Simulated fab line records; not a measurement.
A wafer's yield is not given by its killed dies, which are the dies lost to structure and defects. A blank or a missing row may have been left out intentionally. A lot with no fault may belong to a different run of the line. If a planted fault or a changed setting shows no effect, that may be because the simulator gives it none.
A struck lot beside a sound one    flow nand harc    13 out of 1159 route steps
Sound: wafers L355.1, L355.2, L355.3. Wafers L344.1, L344.3, L344.4 were the ones struck. The cause comes at the end.
Per side, at each step with rows, come the tool, then ch with its chambers, and then its first start. Under that, the readings that differ: sound wafers    struck wafers    difference of the means    sigmas: that difference in standard deviations of wafers without a fault.
alike: readings whose means differ by less than 2 such deviations, and words and numbers that are the same on both sides. not compared: withheld readings, readings that some wafer has no value for, bounds like >300 that may hide the same value, and numbers for which the record gives no deviation and whose values overlap.
Wherever a step has rows on one side only, a row that says differs or no value, or a row with sigmas, the two part there. When numbers do not overlap yet have no deviation, they are printed without sigmas and do not part them. A reading that every wafer of one side lacks parts them only if that side has two wafers or more.

first, 2 steps without rows for these wafers: NHARC_A_SLIT_PRECLEAN_19 (cleans in SC1); NHARC_A_SLIT_SRD_20.
NHARC_A_SLIT_CD_MEAS_21:
  sound: cd sem-02 at day 18 09:23; struck: cd sem-02 at day 15 10:43
  alike: cd nm
then, 3 steps without rows for these wafers: NHARC_A_SIN_REMOVE_WET_00 (chemistry H3PO4, time 15300 s); NHARC_A_SIN_REMOVE_PRECLEAN_01 (cleans in SC1); NHARC_A_SIN_REMOVE_SRD_02.
NHARC_A_SIN_REMOVE_INSPECT_04:
  sound: defect inspect-01 at day 18 17:04; struck: defect inspect-02 at day 15 17:45
  alike: raw defect count
NHARC_A_WL_FILL_ALD_00: deposits Al2O3, target thk 3 nm, pulse time 3 s, ald cycles 30.
  sound on ald hk-01 ch 0,1,3, day 18 17:08; struck on ald hk-04 ch 0,1,2, day 15 17:49
reading                sound  struck       difference  sigmas
since wet clean h (h)  7 6 7  158 158 158  +151        
  alike: heater power w, precursor pulse height rel
NHARC_A_WL_FILL_RTA_01: time 5 s.
  sound on rtp anneal-02 ch 0, day 18 17:23; struck on rtp anneal-02 ch 0, day 15 18:05
  alike: lamp power pct, lamp_zone_1_pct, wafer_temp_C_max
NHARC_A_WL_FILL_ALD_02: deposits TiN, target thk 2 nm, pulse time 3 s, ald cycles 100.
  sound on ald metal-02 ch 0,2,3, day 18 17:39; struck on ald metal-02 ch 1,2,3, day 15 18:18
reading                sound     struck       difference  sigmas
since wet clean h (h)  52 52 52  158 158 158  +106        
  alike: heater power w, precursor pulse height rel
NHARC_A_WL_FILL_CVD_03: deposits W, target thk 40 nm, time 3302 s.
  sound on cvd w-02 ch 0,1, day 18 18:03; struck on cvd w-02 ch 0,1, day 15 19:13
  no value came back on the struck wafers for chamber pressure Torr (Torr), heater power outer w (W), heater power w (W), throttle valve pct (%); on the sound wafers chamber pressure Torr (Torr) reads 40.05 39.99 40.05
  not compared: since wet clean h
NHARC_A_WL_FILL_ETCHBACK_04: etches the open film in NF3, target depth 60 nm, time 120 s.
  sound on rie metal-03 ch 0,1, day 18 21:18; struck on rie metal-01 ch 0,1, day 15 22:06
  alike: drypump motor current A, oes product au
  not compared: rf hours counter h
-- the record jumps here: 4 days lie between the struck wafers' starts before and after (it left off in module A_WL_FILL and takes up again in module END, whose first step shown is number 1159 of the route) --
NHARC_END_SORT_01:
  the record has rows for the struck wafers here (prober-01 ch 0, day 20 02:19) and none for the sound ones

== WHERE THEY PART ==
At NHARC_A_WL_FILL_CVD_03 first; at NHARC_END_SORT_01 last (within this record only).

WHY: what the simulator had put in
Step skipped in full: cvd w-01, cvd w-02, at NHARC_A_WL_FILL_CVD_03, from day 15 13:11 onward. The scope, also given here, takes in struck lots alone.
